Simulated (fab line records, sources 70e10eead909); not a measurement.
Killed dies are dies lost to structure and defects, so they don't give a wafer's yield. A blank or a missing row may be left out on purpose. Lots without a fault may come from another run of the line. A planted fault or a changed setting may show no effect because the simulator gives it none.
A struck lot beside a sound one | flow nand_harc | 14 steps out of a route of 1302
Sound: wafers L413.1, L413.3, L413.6. Struck: wafers L404.4, L404.5, L404.6. The cause comes at the end.
At each step with rows: each side's tool, then ch and its chambers, then its first start. Under that, the readings that differ: sound wafers | struck wafers | difference of the means | sigmas: that difference in standard deviations of wafers without a fault.
alike: readings whose means differ by less than 2 such deviations, and words and numbers that are the same on both sides. not compared: withheld readings, readings that some wafer has no value for, bounds like >300 that may hide the same value, and numbers for which the record gives no deviation and whose values overlap.
The two part at a step that has a row with sigmas, a row that says differs or no value, or rows on one side only. Numbers that don't overlap but have no deviation are shown without sigmas and don't part them. A reading that every wafer of one side lacks parts them only if that side has two wafers or more.

first, 3 steps without rows for these wafers: NHARC_A_CONTACT_EXPOSE_66 (exposes mask A CC 2); NHARC_A_CONTACT_PEB_67 (peb time 65 s); NHARC_A_CONTACT_DEVELOP_68 (develop time 35 s).
NHARC_A_CONTACT_CD_MEAS_69: target cd 300 nm.
  sound on cd_sem-03 ch 0, day 30 10:53; struck on cd_sem-02 ch 0, day 29 12:38
  alike: cd_nm
NHARC_A_CONTACT_OVL_MEAS_70:
  sound on overlay-01, day 30 10:59; struck on overlay-02, day 29 12:44
  alike: overlay_x_nm, overlay_y_nm
NHARC_A_CONTACT_INSPECT_71:
  sound on defect_inspect-01, day 30 11:01; struck on defect_inspect-02, day 29 12:46
  alike: raw_defect_count
NHARC_A_CONTACT_DESCUM_74: chemistry O2, time 3 s.
  sound on rie_diel-07 ch 0,1,3, day 30 11:06; struck on rie_diel-12 ch 2,3, day 29 12:49
  alike: drypump_motor_current_A, oes_product_au, rf_vpp_V, showerhead_plenum_p_Torr, throttle_valve_pct
  not compared: rf_hours_counter_h
then, 1 step without rows for these wafers: NHARC_A_CONTACT_ETCH_75 (etches the open film in CF4, target depth 39 nm, time 65 s).
NHARC_A_CONTACT_ETCH_76: etches the open film in N2/H2, target depth 260 nm, time 475.3 s.
  sound on rie_diel-07 ch 0,1,2; struck on rie_diel-12 ch 0,1,2
  alike: bias_w, chamber_pressure_mTorr, drypump_motor_current_A, oes_product_au, rf_vpp_V, showerhead_plenum_p_Torr, throttle_valve_pct
  not compared: rf_hours_counter_h
NHARC_A_CONTACT_ETCH_77: etches the open film in CF4/CHF3, target depth 108.9 nm, time 54.5 s.
  sound on rie_diel-07 ch 2,3; struck on rie_diel-12 ch 0,1,2
  alike: bias_w, cf4_flow_sccm, drypump_motor_current_A, oes_product_au, rf_vpp_V, showerhead_plenum_p_Torr, throttle_valve_pct
  not compared: rf_hours_counter_h
NHARC_A_CONTACT_ETCH_78: etches the open film in O2/COS, target depth 5300 nm, time 1378 s.
  sound on rie_diel-07 ch 2,3; struck on rie_diel-12 ch 1,2,3
  alike: bias_w, chamber_pressure_mTorr, drypump_motor_current_A, oes_product_au, rf_vpp_V, showerhead_plenum_p_Torr, throttle_valve_pct
  not compared: rf_hours_counter_h
then, 1 step without rows for these wafers: NHARC_A_CONTACT_ETCH_124 (etches the open film in C4F8/O2/Ar, time 140 s, target depth 700 nm).
NHARC_A_CONTACT_ETCH_125: etches the open film in C4F8/O2/Ar, time 197 s, target depth 1918 nm.
  sound on har_cap_etch-02 ch 0,1, day 30 13:12; struck on har_cap_etch-03 ch 0,1, day 29 14:38
  no value came back on the struck wafers for chamber_pressure_mTorr (mTorr), oes_air_line_au (a.u.); on the sound wafers chamber_pressure_mTorr (mTorr) reads 20.016 20.003 20.003
  not compared: rf_hours_counter_h
NHARC_A_CONTACT_ETCH_126: etches the open film in C4F8/O2/Ar, time 197 s, target depth 1918 nm.
  sound on har_cap_etch-02 ch 0,1, day 30 13:23; struck on har_cap_etch-03 ch 0,1, day 29 14:49
  alike: chamber_pressure_mTorr, oes_air_line_au
  not compared: rf_hours_counter_h

WHERE THEY PART
Only at NHARC_A_CONTACT_ETCH_125, within this record. Later steps at which nothing parts them and some readings are alike: NHARC_A_CONTACT_ETCH_126.

WHY: what the simulator had put in
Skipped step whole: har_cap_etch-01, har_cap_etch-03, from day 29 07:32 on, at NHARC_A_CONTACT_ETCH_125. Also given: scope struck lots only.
